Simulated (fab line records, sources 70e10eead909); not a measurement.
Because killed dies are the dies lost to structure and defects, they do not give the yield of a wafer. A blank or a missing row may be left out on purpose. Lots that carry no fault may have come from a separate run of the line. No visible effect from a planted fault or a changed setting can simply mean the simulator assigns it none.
Which tool is to blame? / flow nand harc / Sampling: 22 lots, 66 wafers, 2 of 1302 route steps

WHAT THE GAUGES SHOWED, per wafer
NHARC_A_ONON_D1_INSPECT_32. Usual: 78 for raw defect count, sd 28.
lot=L074; measured=day 8 05:11; on=defect inspect-02; raw defect count=79 90 87; flag=
lot=L075; measured=day 8 14:46; on=defect inspect-01; raw defect count=61 67 57; flag=
lot=L076; measured=day 9 02:03; on=defect inspect-01; raw defect count=153 105 63; flag=
lot=L077; measured=day 9 14:10; on=defect inspect-01; raw defect count=81 67 101; flag=
lot=L078; measured=day 9 23:31; on=defect inspect-01; raw defect count=59 95 114; flag=
lot=L079; measured=day 10 17:46; on=defect inspect-02; raw defect count=49 46 58; flag=
lot=L080; measured=day 10 17:28; on=defect inspect-02; raw defect count=69 57 62; flag=
lot=L081; measured=day 11 09:45; on=defect inspect-02; raw defect count=99 62 52; flag=
lot=L082; measured=day 11 16:49; on=defect inspect-02; raw defect count=45 42 65; flag=
lot=L083; measured=day 12 00:57; on=defect inspect-02; raw defect count=73 66 98; flag=
lot=L085; measured=day 12 17:47; on=defect inspect-01; raw defect count=43 48 51; flag=
lot=L086; measured=day 13 11:46; on=defect inspect-01; raw defect count=90 109 99; flag=
lot=L087; measured=day 13 11:47; on=defect inspect-01; raw defect count=53 114 92; flag=
lot=L089; measured=day 14 16:56; on=defect inspect-02; raw defect count=66 88 47; flag=
lot=L088; measured=day 14 16:49; on=defect inspect-01; raw defect count=56 83 85; flag=
lot=L091; measured=day 15 11:26; on=defect inspect-01; raw defect count=65 100 69; flag=
lot=L090; measured=day 15 11:26; on=defect inspect-01; raw defect count=94 73 50; flag=
lot=L092; measured=day 16 04:21; on=defect inspect-02; raw defect count=92 63 45; flag=
lot=L094; measured=day 16 22:20; on=defect inspect-02; raw defect count=65 72 122; flag=
lot=L093; measured=day 17 07:14; on=defect inspect-01; raw defect count=59 105 82; flag=
lot=L096; measured=day 17 07:15; on=defect inspect-02; raw defect count=68 22 72; flag=
lot=L097; measured=day 17 22:37; on=defect inspect-01; raw defect count=83 58 72; flag=

WHAT TOOL EACH LOT RAN ON (gives the tool, then ch and the chambers of the sampled wafers, and finally the start)
lot=L074; NHARC_A_ZERO_WELL_DESCUM_12=rie diel-10 ch 0,2,3, day 6 16:02
lot=L075; NHARC_A_ZERO_WELL_DESCUM_12=rie diel-04 ch 0,1,2, day 7 04:04
lot=L076; NHARC_A_ZERO_WELL_DESCUM_12=rie diel-10 ch 1,2,3, day 7 15:04
lot=L077; NHARC_A_ZERO_WELL_DESCUM_12=rie diel-10 ch 0,1,2, day 8 03:24
lot=L078; NHARC_A_ZERO_WELL_DESCUM_12=rie diel-04 ch 1,2,3, day 8 08:25
lot=L079; NHARC_A_ZERO_WELL_DESCUM_12=rie diel-04 ch 1,2, day 8 20:39
lot=L080; NHARC_A_ZERO_WELL_DESCUM_12=rie diel-10 ch 0,2,3, day 9 06:04
lot=L081; NHARC_A_ZERO_WELL_DESCUM_12=rie diel-04 ch 1,3, day 9 17:04
lot=L082; NHARC_A_ZERO_WELL_DESCUM_12=rie diel-10 ch 1,2,3, day 10 04:57
lot=L083; NHARC_A_ZERO_WELL_DESCUM_12=rie diel-13 ch 0,1,3, day 10 08:47
lot=L085; NHARC_A_ZERO_WELL_DESCUM_12=rie diel-13 ch 1,2, day 11 08:54
lot=L086; NHARC_A_ZERO_WELL_DESCUM_12=rie diel-10 ch 0,1,3, day 11 23:17
lot=L087; NHARC_A_ZERO_WELL_DESCUM_12=rie diel-10 ch 1,2,3, day 12 00:35
lot=L089; NHARC_A_ZERO_WELL_DESCUM_12=rie diel-13 ch 1,2,3, day 13 05:26
lot=L088; NHARC_A_ZERO_WELL_DESCUM_12=rie diel-13 ch 0,2,3, day 13 06:33
lot=L091; NHARC_A_ZERO_WELL_DESCUM_12=rie diel-04 ch 0,2,3, day 14 00:47
lot=L090; NHARC_A_ZERO_WELL_DESCUM_12=rie diel-10 ch 1,2,3, day 14 01:41
lot=L092; NHARC_A_ZERO_WELL_DESCUM_12=rie diel-10 ch 1,2, day 14 17:23
lot=L094; NHARC_A_ZERO_WELL_DESCUM_12=rie diel-10 ch 2,3, day 15 04:14
lot=L093; NHARC_A_ZERO_WELL_DESCUM_12=rie diel-04 ch 0,2,3, day 15 10:21
lot=L096; NHARC_A_ZERO_WELL_DESCUM_12=rie diel-10 ch 0,2,3, day 15 19:34
lot=L097; NHARC_A_ZERO_WELL_DESCUM_12=rie diel-10 ch 0,1, day 16 06:39
- NHARC_A_ZERO_WELL_DESCUM_12: chemistry O2, time 3 s.

AS READ BY THE TOOLS THEMSELVES (means over the sampled wafers that have a number; for cases with no such wafer, the mark the record gives instead)
NHARC_A_ZERO_WELL_DESCUM_12. Usual: drypump motor current A 5.7 A, standard deviation 0.42; oes product au 0.999 a.u., standard deviation 0.0062; rf vpp V 57.7 V, standard deviation 0.83; showerhead plenum p Torr 1.89 Torr, standard deviation 0.07; throttle valve pct 11.310 %, standard deviation 0.0088.
lot=L074; tool=rie diel-10; drypump motor current A (A)=5.7; oes product au (a.u.)=1.001; rf vpp V (V)=58.2; showerhead plenum p Torr (Torr)=1.85; throttle valve pct (%)=11.306; flag=
lot=L075; tool=rie diel-04; drypump motor current A (A)=5.9; oes product au (a.u.)=0.997; rf vpp V (V)=57.1; showerhead plenum p Torr (Torr)=1.90; throttle valve pct (%)=11.303; flag=
lot=L076; tool=rie diel-10; drypump motor current A (A)=5.6; oes product au (a.u.)=0.997; rf vpp V (V)=57.0; showerhead plenum p Torr (Torr)=1.87; throttle valve pct (%)=11.312; flag=
lot=L077; tool=rie diel-10; drypump motor current A (A)=5.7; oes product au (a.u.)=1.004; rf vpp V (V)=58.4; showerhead plenum p Torr (Torr)=1.88; throttle valve pct (%)=11.304; flag=
lot=L078; tool=rie diel-04; drypump motor current A (A)=5.7; oes product au (a.u.)=0.993; rf vpp V (V)=58.6; showerhead plenum p Torr (Torr)=1.96; throttle valve pct (%)=11.319; flag=
lot=L079; tool=rie diel-04; drypump motor current A (A)=5.5; oes product au (a.u.)=1.002; rf vpp V (V)=58.6; showerhead plenum p Torr (Torr)=1.98; throttle valve pct (%)=11.307; flag=
lot=L080; tool=rie diel-10; drypump motor current A (A)=5.7; oes product au (a.u.)=0.998; rf vpp V (V)=57.9; showerhead plenum p Torr (Torr)=1.85; throttle valve pct (%)=11.306; flag=
lot=L081; tool=rie diel-04; drypump motor current A (A)=5.5; oes product au (a.u.)=0.995; rf vpp V (V)=57.5; showerhead plenum p Torr (Torr)=1.92; throttle valve pct (%)=11.313; flag=
lot=L082; tool=rie diel-10; drypump motor current A (A)=5.6; oes product au (a.u.)=0.998; rf vpp V (V)=57.6; showerhead plenum p Torr (Torr)=1.87; throttle valve pct (%)=11.303; flag=
lot=L083; tool=rie diel-13; drypump motor current A (A)=5.5; oes product au (a.u.)=1.005; rf vpp V (V)=57.6; showerhead plenum p Torr (Torr)=1.92; throttle valve pct (%)=11.311; flag=
lot=L085; tool=rie diel-13; drypump motor current A (A)=5.4; oes product au (a.u.)=0.995; rf vpp V (V)=57.9; showerhead plenum p Torr (Torr)=1.89; throttle valve pct (%)=11.310; flag=
lot=L086; tool=rie diel-10; drypump motor current A (A)=5.7; oes product au (a.u.)=1.003; rf vpp V (V)=57.5; showerhead plenum p Torr (Torr)=1.84; throttle valve pct (%)=11.313; flag=
lot=L087; tool=rie diel-10; drypump motor current A (A)=5.6; oes product au (a.u.)=0.998; rf vpp V (V)=57.8; showerhead plenum p Torr (Torr)=1.87; throttle valve pct (%)=11.314; flag=
lot=L089; tool=rie diel-13; drypump motor current A (A)=5.3; oes product au (a.u.)=0.995; rf vpp V (V)=58.1; showerhead plenum p Torr (Torr)=1.91; throttle valve pct (%)=11.307; flag=
lot=L088; tool=rie diel-13; drypump motor current A (A)=5.7; oes product au (a.u.)=0.998; rf vpp V (V)=57.7; showerhead plenum p Torr (Torr)=1.89; throttle valve pct (%)=11.320; flag=
lot=L091; tool=rie diel-04; drypump motor current A (A)=6.3; oes product au (a.u.)=1.000; rf vpp V (V)=57.3; showerhead plenum p Torr (Torr)=1.91; throttle valve pct (%)=11.308; flag=
lot=L090; tool=rie diel-10; drypump motor current A (A)=5.5; oes product au (a.u.)=1.004; rf vpp V (V)=56.3; showerhead plenum p Torr (Torr)=1.87; throttle valve pct (%)=11.310; flag=
lot=L092; tool=rie diel-10; drypump motor current A (A)=5.7; oes product au (a.u.)=1.010; rf vpp V (V)=57.5; showerhead plenum p Torr (Torr)=1.90; throttle valve pct (%)=11.314; flag=
lot=L094; tool=rie diel-10; drypump motor current A (A)=5.6; oes product au (a.u.)=1.003; rf vpp V (V)=57.0; showerhead plenum p Torr (Torr)=1.87; throttle valve pct (%)=11.311; flag=
lot=L093; tool=rie diel-04; drypump motor current A (A)=6.2; oes product au (a.u.)=1.002; rf vpp V (V)=57.7; showerhead plenum p Torr (Torr)=1.90; throttle valve pct (%)=11.311; flag=
lot=L096; tool=rie diel-10; drypump motor current A (A)=5.7; oes product au (a.u.)=0.992; rf vpp V (V)=58.1; showerhead plenum p Torr (Torr)=1.85; throttle valve pct (%)=11.298; flag=
lot=L097; tool=rie diel-10; drypump motor current A (A)=5.7; oes product au (a.u.)=0.998; rf vpp V (V)=57.5; showerhead plenum p Torr (Torr)=1.87; throttle valve pct (%)=11.305; flag=

THE ANSWER, worked out from the rows above alone
Rule: take the mean of a lot's wafers that have a number; if it is more than 3 standard deviations from the usual mean, the lot is off. A lot without any number at a reading at which 4 lots or more have one is off too. The other lots that the step has rows for count as sound. Order of review: gauges by route order, followed by the tools' own readings, for which a lot's mean as printed above is used. At the first step where some lot is off, the reading lying furthest off is the one used; lots without a number count as furthest.
No lot is off at any reading shown: from this, nothing can be told.

WHAT THE SIMULATOR PUT IN
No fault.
